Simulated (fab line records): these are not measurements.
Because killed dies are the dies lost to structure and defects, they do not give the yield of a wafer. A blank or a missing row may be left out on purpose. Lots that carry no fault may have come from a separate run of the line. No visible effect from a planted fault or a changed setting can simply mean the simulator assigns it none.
Which tool was responsible? || flow nand harc || 7 lots, 21 wafers sampled, at 5 steps of a route of 1302

WHAT THE GAUGES SHOWED, per wafer
NHARC_END_SORT_01.
{"lot": "L407", "measured": "day 26 04:32", "on": "prober-02", "killed at array": "146 142 153"}
{"lot": "L409", "measured": "day 27 00:41", "on": "prober-01", "killed at array": "144 99 129"}

WHAT TOOL EACH LOT RAN ON (gives the tool, then ch and the chambers of the sampled wafers, and finally the start)
{"lot": "L404", "NHARC_A_STAIRCASE_DEP_280": "pecvd-03 ch 0,1,2, day 17 09:27", "NHARC_THIN_TSV_PRE_CLEAN_50": "pvd sputter-03, day 24 04:58 or earlier", "NHARC_THIN_TSV_DEGAS_53": "pvd sputter-01, day 24 04:58", "NHARC_THIN_TSV_ETCH_36": "rie metal-01 ch 0,1, day 24 06:38"}
{"lot": "L407", "NHARC_A_STAIRCASE_DEP_280": "pecvd-03 ch 0,2, day 18 14:49", "NHARC_THIN_TSV_PRE_CLEAN_50": "pvd sputter-02, day 25 19:46 or earlier", "NHARC_THIN_TSV_DEGAS_53": "pvd sputter-02, day 25 19:46", "NHARC_THIN_TSV_ETCH_36": "rie metal-03 ch 0,1, day 25 21:20"}
{"lot": "L409", "NHARC_A_STAIRCASE_DEP_280": "pecvd-03 ch 0,1, day 19 13:29", "NHARC_THIN_TSV_PRE_CLEAN_50": "pvd sputter-01, day 26 12:13 or earlier", "NHARC_THIN_TSV_DEGAS_53": "pvd sputter-02, day 26 12:13", "NHARC_THIN_TSV_ETCH_36": "rie metal-01 ch 0,1, day 26 13:55"}
{"lot": "L416", "NHARC_A_STAIRCASE_DEP_280": "pecvd-03 ch 1,2, day 22 12:12", "NHARC_THIN_TSV_PRE_CLEAN_50": "pvd sputter-02, day 29 12:49 or earlier", "NHARC_THIN_TSV_DEGAS_53": "pvd sputter-01, day 29 12:49", "NHARC_THIN_TSV_ETCH_36": "rie metal-02 ch 0, day 29 14:22"}
{"lot": "L419", "NHARC_A_STAIRCASE_DEP_280": "pecvd-02 ch 0,1, day 23 19:26", "NHARC_THIN_TSV_PRE_CLEAN_50": "pvd sputter-02, day 31 14:04 or earlier", "NHARC_THIN_TSV_DEGAS_53": "pvd sputter-02, day 31 14:04", "NHARC_THIN_TSV_ETCH_36": "rie metal-01 ch 0, day 31 15:45"}
{"lot": "L421", "NHARC_A_STAIRCASE_DEP_280": "pecvd-04 ch 0,2, day 24 22:14", "NHARC_THIN_TSV_PRE_CLEAN_50": "pvd sputter-02, day 31 17:03 or earlier", "NHARC_THIN_TSV_DEGAS_53": "pvd sputter-03, day 31 17:03", "NHARC_THIN_TSV_ETCH_36": "rie metal-01 ch 0,1, day 31 18:44"}
{"lot": "L424", "NHARC_A_STAIRCASE_DEP_280": "pecvd-03 ch 0,1,2, day 25 22:49", "NHARC_THIN_TSV_PRE_CLEAN_50": "pvd sputter-03, day 32 23:23 or earlier", "NHARC_THIN_TSV_DEGAS_53": "pvd sputter-03, day 32 23:23", "NHARC_THIN_TSV_ETCH_36": "rie metal-01 ch 0,1, day 33 01:04"}
- NHARC_A_STAIRCASE_DEP_280: deposits SiON, target thk 30 nm.
- NHARC_THIN_TSV_PRE_CLEAN_50: time 30 s.
- NHARC_THIN_TSV_DEGAS_53: time 60 s.
- NHARC_THIN_TSV_ETCH_36: etches the open film in Cl2/BCl3, target depth 65 nm, time 18.571 s.

THE ANSWER, worked out from the rows above alone
Rule: usual is defined by the lots themselves. The widest of any qualifying gaps counts: lots, ordered by their means at a reading, are off when they make up no more than a third of the lots, leave a main group of 4 or more, and stand apart from it by 3 or more times the standard deviation of that group's means. A main group whose means are all the same, to the digits that the tables above print for the reading, isn't used. Also off: a lot with no number at a reading for which 4 or more lots have one. All remaining lots with rows at the step are treated as sound.
Nothing can be told from this: no lot is off at any reading shown.

WHAT THE SIMULATOR PUT IN
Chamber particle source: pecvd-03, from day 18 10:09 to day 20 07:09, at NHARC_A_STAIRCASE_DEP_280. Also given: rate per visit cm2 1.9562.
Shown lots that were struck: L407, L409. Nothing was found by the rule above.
